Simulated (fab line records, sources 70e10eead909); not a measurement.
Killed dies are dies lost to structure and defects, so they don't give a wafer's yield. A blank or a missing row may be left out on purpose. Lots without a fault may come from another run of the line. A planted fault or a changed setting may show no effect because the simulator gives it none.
fab line records | flow nand_harc
record lots=15 wafers=45 last_day=29
route steps=1302 shown A_CONTACT@1016
lots that met no fault: from a run of the same line without faults
start_h: hours from the record's first day to the start of the lot's first wafer shown | wait_h: hours since the lot's step before | " the same as in the row above | L1.1+2: a row that stands for several wafers | - no value, or no start given | * or withheld: withheld | < > ~ a bound
route shown NAME@n: a module of which the file shows steps, and the number in the route of the first | usual: mean/standard deviation of fault-free wafers | same: alike in all rows | chamber/n: place in a boat | sites: the reading at each site | _std_site: their standard deviation | _edge_site: outer sites' mean less inner sites' | radius_mm: how far each site lies from the wafer's centre | mask NAME#n: copy n | behind: the tool/chamber that last shaped the wafer | hold: why the lot was held/for how many hours/how that ended | device: the transistor (n, p or np) that didn't switch | end of line: the same wafers' tests at the end of the route | a step without rows: its recipe alone | killed: dies lost to structure and defects at the first sort, not the wafer's yield | map: a wafer's dies, x killed, . not, _ none there
set.NAME: the setting as run; set.NAME@STEP: as run at that earlier step | model.NAME: the simulator's own value behind a step, which no gauge read
steps of the route over a sample of lots; a table a step, a row a wafer
services: from which hour (start_h, from the record's first day; less than 0 if before it) a tool's chamber was out of use, for how many hours, and why
## steps
# step NHARC_A_CONTACT_ETCH_122
# recipe source_w=withheld pressure_mtorr=20 bias_v=3000 time_s=190 target_depth_a=18500 ar_flow_sccm=withheld c4f8_flow_sccm=withheld o2_flow_sccm=withheld chemistry=C4F8/O2/Ar
# usual oes_air_line_au=0.996/0.02
# columns lot.wafer tool chamber start_h wait_h oes_air_line_au rf_hours_counter_h
L317.3 har_cap_etch-02 0 480.67 0.1 0.968 -
L317.5 " 0 " " 0.940 -
L317.6 " 1 " " 1.005 -
L318.1 har_cap_etch-03 1 504.91 0.2 0.970 45
L318.2 " 0 " " 1.040 45
L318.5 " 1 " " 0.990 -
L319.1 har_cap_etch-02 1 506.68 0.1 0.985 89
L319.3 " 1 " " 1.006 -
L319.6 " 0 " " 1.030 -
L322.2 har_cap_etch-01 1 535.47 0.1 1.011 3
L322.3 " 0 " " 1.006 -
L322.5 " 1 " " 1.017 -
L321.2 har_cap_etch-03 0 537.01 0.1 0.984 50
L321.4 " 0 " " 0.978 -
L321.5 " 0 " " 1.003 -
L323.4 har_cap_etch-01 0 553.27 0.1 1.004 -
L323.5 " 0 " " 0.972 -
L323.6 " 1 " " 0.960 -
L325.4 har_cap_etch-03 1 570.85 0.1 1.017 -
L325.6 " 0 " " 1.003 -
L325.5 " 1 " " 1.006 -
L324.1 har_cap_etch-02 1 576.76 0.1 0.990 100
L324.2 " 0 " " 0.977 100
L324.3 " 0 " " 0.980 -
L327.2 har_cap_etch-01 1 591.66 0.1 1.040 14
L327.3 " 1 " " 1.026 -
L327.6 " 1 " " 1.013 -
L329.1 har_cap_etch-03 1 611.40 0.2 0.960 64
L329.2 " 0 " " 0.993 64
L329.6 " 1 " " 0.947 -
L330.1 har_cap_etch-01 1 621.71 0.1 1.017 20
L330.3 " 0 " " 1.017 -
L330.4 " 1 " " 1.025 -
L331.1 har_cap_etch-03 1 622.95 0.1 0.992 67
L331.2 " 0 " " 0.993 67
L331.4 " 1 " " 1.021 -
L332.2 har_cap_etch-01 0 642.55 0.2 1.011 25
L332.3 " 1 " " 0.996 -
L332.6 " 1 " " 0.987 -
L333.3 har_cap_etch-03 0 649.86 0.1 1.018 -
L333.5 " 1 " " 0.984 -
L333.6 " 0 " " 0.991 -
L336.1 har_cap_etch-01 0 673.79 0.1 0.994 30
L336.4 " 0 " " 1.022 -
L336.5 " 1 " " 1.018 -
# step NHARC_A_CONTACT_DEP_58
# recipe target_thk_a=900 target_thk_nm=90 temp_c=400 pressure_torr=3.5 flow_sccm=200 rf_w=350 material=SiON
# usual heater_power_w=738/110
# columns lot.wafer tool chamber start_h wait_h heater_power_w
L317.3 pecvd-02 0 487.46 1.7 880
L317.5 " 2 " " 759
L317.6 " 0 " " 872
L318.1 pecvd-02 1 510.80 2.7 895
L318.2 " 2 " " 867
L318.5 " 0 " " 765
L319.1 pecvd-02 2 512.48 2.8 864
L319.3 " 0 " " 725
L319.6 " 0 " " 719
L322.2 pecvd-04 2 541.07 2.2 609
L322.3 " 0 " " 883
L322.5 " 1 " " 533
L321.2 pecvd-01 2 542.97 2.3 661
L321.5 " 1 " " 789
L321.4 " 2 " " 675
L323.5 pecvd-01 1 558.88 0.6 819
L323.4 " 2 " " 663
L323.6 " 0 " " 641
L325.5 pecvd-01 0 576.47 0.6 716
L325.6 " 1 " " 744
L325.4 " 2 " " 704
L324.2 pecvd-01 0 583.36 2.2 700
L324.1 " 1 " " 881
L324.3 " 2 " " 679
L327.2 pecvd-01 1 597.29 2.2 780
L327.3 " 2 " " 677
L327.6 " 0 " " 642
L329.1 pecvd-04 2 620.91 2.7 591
L329.2 " 0 " " 743
L329.6 " 2 " " 590
L330.1 pecvd-01 0 627.33 2.8 580
L330.3 " 2 " " 557
L330.4 " 1 " " 871
L331.1 pecvd-01 2 630.10 2.7 685
L331.2 " 0 " " 589
L331.4 " 1 " " 777
L332.2 pecvd-01 2 648.86 2.2 603
L332.3 " 0 " " 676
L332.6 " 2 " " 606
L333.3 pecvd-04 2 655.83 1.6 713
L333.5 " 0 " " 819
L333.6 " 1 " " 653
L336.1 pecvd-02 2 680.82 2.7 834
L336.5 " 2 " " 806
L336.4 " 0 " " 844
# step NHARC_A_CONTACT_EXPOSE_66
# recipe na=1.35 sigma_outer=0.8 dose_mj=59.02 mask_id=A_CC_2
# usual exposure_dose_mJ_cm2=59.09/0.15 focus_offset_nm=0.0/0.52 reticle_temp_C=23.01/0.1 stage_vel_mm_s=499.99/0.25
# columns lot.wafer tool chamber start_h wait_h mask exposure_dose_mJ_cm2 focus_offset_nm reticle_temp_C stage_vel_mm_s
L317.3 arfi_scanner-03 0 487.99 - A_CC_2#0 59.08 0.0 23.07 499.72
L317.5 " 0 " " A_CC_2#0 58.98 -0.3 23.04 499.80
L317.6 " 0 " " A_CC_2#0 58.96 0.8 23.03 499.48
L318.1 arfi_scanner-01 0 511.35 - A_CC_2#0 59.03 -0.1 22.90 499.92
L318.2 " 0 " " A_CC_2#0 59.01 -0.4 23.00 500.00
L318.5 " 0 " " A_CC_2#0 59.10 -0.4 22.92 500.06
L319.1 arfi_scanner-02 0 513.03 - A_CC_2#0 59.25 0.4 22.94 499.88
L319.3 " 0 " " A_CC_2#0 59.39 0.4 22.95 500.24
L319.6 " 0 " " A_CC_2#0 59.37 -0.1 23.06 500.16
L322.2 arfi_scanner-03 0 541.67 - A_CC_2#0 58.89 0.3 23.03 500.03
L322.3 " 0 " " A_CC_2#0 58.85 -0.3 22.90 500.20
L322.5 " 0 " " A_CC_2#0 58.92 0.2 22.90 500.06
L321.2 arfi_scanner-01 0 543.50 - A_CC_2#0 58.91 -0.4 23.05 499.85
L321.4 " 0 " " A_CC_2#0 58.95 -0.3 23.10 500.13
L321.5 " 0 " " A_CC_2#0 59.00 0.1 23.07 500.16
L323.4 arfi_scanner-01 0 559.26 - A_CC_2#0 59.00 -0.1 23.06 500.17
L323.5 " 0 " " A_CC_2#0 58.98 0.1 23.21 499.67
L323.6 " 0 " " A_CC_2#0 58.91 0.1 23.04 500.00
L325.4 arfi_scanner-01 0 576.86 - A_CC_2#0 58.98 0.2 22.88 499.93
L325.5 " 0 " " A_CC_2#0 58.99 0.2 22.90 500.03
L325.6 " 0 " " A_CC_2#0 58.93 0.4 22.97 500.23
L324.1 arfi_scanner-03 0 583.94 - A_CC_2#0 58.86 -0.4 23.06 499.71
L324.2 " 0 " " A_CC_2#0 58.89 -0.3 23.18 499.68
L324.3 " 0 " " A_CC_2#0 58.93 0.4 23.07 499.76
L327.2 arfi_scanner-02 0 597.72 - A_CC_2#0 59.24 0.8 23.23 500.42
L327.3 " 0 " " A_CC_2#0 59.24 0.8 23.18 500.30
L327.6 " 0 " " A_CC_2#0 59.38 0.1 23.02 500.02
L329.1 arfi_scanner-03 0 621.46 - A_CC_2#0 58.98 -1.1 22.89 500.44
L329.2 " 0 " " A_CC_2#0 58.92 -0.4 23.00 499.93
L329.6 " 0 " " A_CC_2#0 58.99 0.1 23.02 500.04
L330.1 arfi_scanner-01 0 627.91 - A_CC_2#0 59.04 0.1 23.04 499.75
L330.3 " 0 " " A_CC_2#0 59.05 0.6 22.99 500.08
L330.4 " 0 " " A_CC_2#0 59.08 0.1 22.84 500.12
L331.1 arfi_scanner-03 0 630.65 - A_CC_2#0 59.02 -0.5 22.98 499.70
L331.2 " 0 " " A_CC_2#0 59.01 -0.5 23.10 500.43
L331.4 " 0 " " A_CC_2#0 58.95 0.0 22.94 500.21
L332.2 arfi_scanner-01 - 649.45 - A_CC_2#0 - - - -
L332.3 " - " " A_CC_2#0 - - - -
L332.6 " - " " A_CC_2#0 - - - -
L333.3 arfi_scanner-02 - 656.42 - A_CC_2#0 - - - -
L333.5 " - " " A_CC_2#0 - - - -
L333.6 " - " " A_CC_2#0 - - - -
L336.1 arfi_scanner-02 - 681.25 - A_CC_2#0 - - - -
L336.4 " - " " A_CC_2#0 - - - -
L336.5 " - " " A_CC_2#0 - - - -
# step NHARC_A_CONTACT_ETCH_76
# recipe target_depth_a=2600 over_etch_frac=0.3 time_s=475.3 ion_energy_ev=200 n2_flow_sccm=150 h2_flow_sccm=150 ar_flow_sccm=0 rf_w=400 bias_w=150 chemistry=N2/H2
# usual bias_w=150.0/0.46 drypump_motor_current_A=5.8/0.51 h2_flow_sccm=150.0/0.43 oes_product_au=0.999/0.009 rf_vpp_V=427.7/2.4 showerhead_plenum_p_Torr=1.94/0.078 throttle_valve_pct=14.170/0.009
# columns lot.wafer tool chamber start_h wait_h bias_w drypump_motor_current_A h2_flow_sccm oes_product_au rf_hours_counter_h rf_vpp_V showerhead_plenum_p_Torr throttle_valve_pct
L317.3 rie_diel-02 0 - - 149.7 6.1 149.7 1.001 24 430.9 2.02 14.179
L317.5 " 1 " " 149.9 6.0 149.4 1.003 - 429.4 2.05 14.173
L317.6 " 2 " " 150.9 5.7 150.4 0.983 - 427.0 1.91 14.156
L318.2 rie_diel-13 2 - - 149.3 6.4 150.2 0.996 22 428.4 1.96 14.173
L318.1 " 0 " " 149.5 5.0 150.2 1.006 27 426.3 1.88 14.168
L318.5 " 1 " " 150.2 6.2 150.0 0.999 - 426.9 1.88 14.168
L319.3 rie_diel-13 1 - - 149.2 6.2 150.0 0.995 28 426.6 1.88 14.169
L319.1 " 2 " " 150.2 6.4 150.3 0.997 23 427.6 1.96 14.162
L319.6 " 1 " " 149.7 6.2 150.4 0.996 - 425.3 1.88 14.168
L322.3 rie_diel-13 2 - - 149.5 6.4 150.4 0.992 1 428.4 1.96 14.183
L322.2 " 0 " " 150.4 5.0 149.5 1.015 2 424.3 1.88 14.174
L322.5 " 1 " " 149.8 6.2 150.5 0.989 - 424.5 1.88 14.171
L321.4 rie_diel-12 3 - - 150.4 5.1 149.4 1.009 33 430.2 2.04 14.166
L321.2 " 0 " " 150.3 5.6 150.2 1.015 32 430.8 2.05 14.158
L321.5 " 1 " " 150.0 5.6 149.8 1.000 - 427.4 1.92 14.181
L323.4 rie_diel-13 3 - - 150.2 5.5 149.8 0.998 5 429.1 1.94 14.164
L323.6 " 3 " " 150.0 5.5 150.0 1.004 - 427.4 1.94 14.169
L323.5 " 0 " " 150.0 5.0 149.7 0.998 - 427.8 1.88 14.171
L325.4 rie_diel-13 1 - - 150.8 6.2 150.5 0.985 9 426.4 1.88 14.177
L325.6 " 2 " " 150.1 6.4 149.9 0.983 - 428.0 1.95 14.150
L325.5 " 3 " " 149.2 5.5 150.6 1.000 - 428.9 1.93 14.164
L324.2 rie_diel-13 2 - - 150.1 6.4 150.1 1.000 9 428.3 1.95 14.175
L324.3 " 0 " " 149.5 5.0 149.8 1.005 11 425.7 1.88 14.164
L324.1 " 1 " " 150.1 6.2 150.0 0.988 10 425.6 1.88 14.173
L327.2 rie_diel-02 0 - - 150.2 6.1 150.2 1.002 4 430.2 2.01 14.174
L327.3 " 1 " " 150.3 6.0 149.1 1.011 5 431.1 2.04 14.180
L327.6 " 1 " " 149.7 6.0 150.2 1.007 - 430.5 2.04 14.170
L329.1 rie_diel-13 2 - - 150.1 6.4 149.4 0.988 19 427.4 1.95 14.155
L329.2 " 1 " " 150.0 6.2 149.3 1.000 19 425.1 1.87 14.178
L329.6 " 2 " " 150.8 6.4 149.4 0.987 - 428.9 1.95 14.175
L330.4 rie_diel-13 2 - - 150.9 6.4 150.6 0.995 20 426.8 1.95 14.161
L330.3 " 0 " " 150.5 5.0 149.9 1.013 22 426.2 1.88 14.162
L330.1 " 1 " " 149.8 6.2 149.8 0.998 20 425.9 1.87 14.178
L331.1 rie_diel-13 1 - - 150.2 6.2 150.2 0.999 21 426.6 1.87 14.167
L331.2 " 2 " " 150.4 6.4 150.5 0.995 21 428.7 1.95 14.179
L331.4 " 3 " " 149.9 5.5 149.5 0.998 18 428.7 1.93 14.162
L332.2 rie_diel-02 0 - - 149.6 6.1 150.1 0.999 24 428.5 2.00 14.176
L332.3 " 1 " " 150.8 6.0 150.2 1.012 25 431.0 2.03 14.174
L332.6 " 1 " " 150.8 6.0 150.1 0.992 - 431.3 2.03 14.186
L333.3 rie_diel-13 3 - - 149.9 5.5 149.2 0.993 24 426.5 1.93 14.170
L333.5 " 1 " " 149.9 6.2 149.7 1.013 - 427.1 1.87 14.172
L333.6 " 2 " " 150.0 6.4 150.4 0.991 - 427.9 1.95 14.160
L336.4 rie_diel-13 3 - - 149.7 5.5 150.1 1.000 28 427.6 1.93 14.167
L336.1 " 1 " " 149.8 6.2 149.8 1.004 31 425.3 1.87 14.179
L336.5 " 2 " " 150.6 6.4 149.8 1.002 - 428.5 1.95 14.171
## services
# columns tool chamber start_h hours kind
arfi_scanner-01 - 461.90 0.8 repair
rie_diel-13 2 462.56 6.2 repair
rie_diel-13 3 487.99 21.8 repair
pecvd-01 - 492.00 13.0 pm
rie_diel-13 0 493.55 1.6 repair
arfi_scanner-02 - 496.80 0.4 repair
har_cap_etch-01 - 497.00 17.0 pm
arfi_scanner-02 - 504.23 4.0 pm
arfi_scanner-03 - 524.49 0.9 repair
rie_diel-13 - 540.47 0.6 repair
arfi_scanner-03 - 542.45 4.0 pm
arfi_scanner-02 - 549.00 2.5 repair
arfi_scanner-03 - 553.27 0.9 repair
arfi_scanner-03 - 562.59 1.0 repair
arfi_scanner-01 - 583.03 0.8 repair
arfi_scanner-01 - 584.37 6.4 repair
arfi_scanner-03 - 587.58 8.0 repair
pecvd-02 - 589.38 13.0 pm
arfi_scanner-01 - 596.00 4.0 pm
rie_diel-13 1 608.78 9.6 repair
arfi_scanner-01 - 616.33 5.1 repair
arfi_scanner-03 - 652.04 50.9 repair
pecvd-01 - 673.00 13.0 pm
arfi_scanner-02 - 676.23 4.0 pm
## key
first_sign step=NHARC_A_CONTACT_EXPOSE_66 reading=tool_record direction=missing
effect none on later readings
met_at NHARC_A_CONTACT_EXPOSE_66
struck_lots L332,L333,L336
later_rows_left_out L332.2,L332.3,L332.6,L333.3,L333.5,L333.6,L336.1,L336.4,L336.5
sort_left_out L332.2,L332.3,L332.6,L333.3,L333.5,L333.6,L336.1,L336.4,L336.5
tester_left_out L332,L333,L336
not_acting_at NHARC_A_CONTACT_ETCH_122,NHARC_A_CONTACT_DEP_58,NHARC_A_CONTACT_ETCH_76
onset_between 627.91 649.45
fault kind=skipped_step_whole tool=arfi_scanner-01,arfi_scanner-02 chamber=- onset_h=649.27 steps=NHARC_A_CONTACT_EXPOSE_66 scope=struck_lots_only
# tester_left_out: of these lots the tester's yield and bins aren't shown, on N5 and GAA mostly nor the transistor test; their killed dies are dies lost to structure and defects alone, not to doping, threshold or leakage, so they don't give the yield
# sort_left_out: the simulated sort isn't trusted on such a fault, so these wafers' sort isn't shown, and their yield isn't known
# later_rows_left_out: the simulator's readings of these wafers behind a module that went badly wrong aren't trusted and aren't shown, but for the sort
